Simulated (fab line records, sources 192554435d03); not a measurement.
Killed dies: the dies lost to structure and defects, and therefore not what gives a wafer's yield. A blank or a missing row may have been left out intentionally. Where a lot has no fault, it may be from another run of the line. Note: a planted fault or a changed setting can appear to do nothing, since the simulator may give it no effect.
Matching of chambers ; flow n5_finfet ; 4 sister chambers for N5_SDB_ETCH_17 on rie_diel-04
The step etches SiARC in CF4, target depth 23.4 nm, time 39 s. 14 wafers are shown with their chamber, then 7 later ones without.

## WAFERS PAIRED WITH THEIR CHAMBERS
wafer;chamber;drypump_motor_current_A (A);showerhead_plenum_p_Torr (Torr);oes_product_au (a.u.)
L921.3;2;5.5;2.22;0.65
L921.4;1;5.4;2.14;0.61
L921.6;0;6.2;2.19;0.81
L923.1;2;5.5;2.22;0.64
L923.5;0;6.2;2.18;0.79
L923.6;3;6.2;2.08;0.71
L924.2;2;5.5;2.22;0.64
L924.4;0;6.2;2.18;0.79
L924.6;1;5.4;2.14;0.61
L926.1;2;5.5;2.22;0.63
L926.2;1;5.4;2.14;0.61
L926.5;2;5.5;2.22;0.64
L933.2;0;6.2;2.18;0.76
L933.4;3;6.1;2.07;0.69

SIGNATURES, as means of the wafers listed above
reading;chamber 0;chamber 1;chamber 2;chamber 3;scatter within a chamber
drypump_motor_current_A;6.200;5.400;5.500;6.150;0.0224
showerhead_plenum_p_Torr;2.1825;2.1400;2.2200;2.0750;0.00354
oes_product_au;0.7875;0.6100;0.6400;0.7000;0.0129
Rule: a wafer lies at a distance from a chamber equal to the root of the sum of squares, over the readings, of (its reading less the chamber's mean, divided by the reading's scatter). The wafer belongs to the nearest chamber; if the next one is less than 2 further off, it can't be placed. The scatter is the square root of a quotient: the sum, over the shown wafers, of each reading's squared deviation from its chamber's mean, divided by wafers minus chambers.

## WAFERS WITHOUT THEIR CHAMBER
wafer;drypump_motor_current_A (A);showerhead_plenum_p_Torr (Torr);oes_product_au (a.u.)
L933.6;6.2;2.18;0.77
L935.3;6.1;2.07;0.69
L935.5;6.2;2.07;0.68
L935.6;6.2;2.18;0.77
L936.1;6.2;2.18;0.75
L936.2;6.2;2.07;0.68
L936.6;6.2;2.18;0.75

## CHAMBER TAKEN BY EACH
wafer;from the rows above;in truth
L933.6;0;0
L935.3;3;3
L935.5;3;3
L935.6;0;0
L936.1;0;0
L936.2;3;3
L936.6;0;0
Placed correctly: 7 of 7. Not placeable from these rows: 0. Wrongly placed: 0.
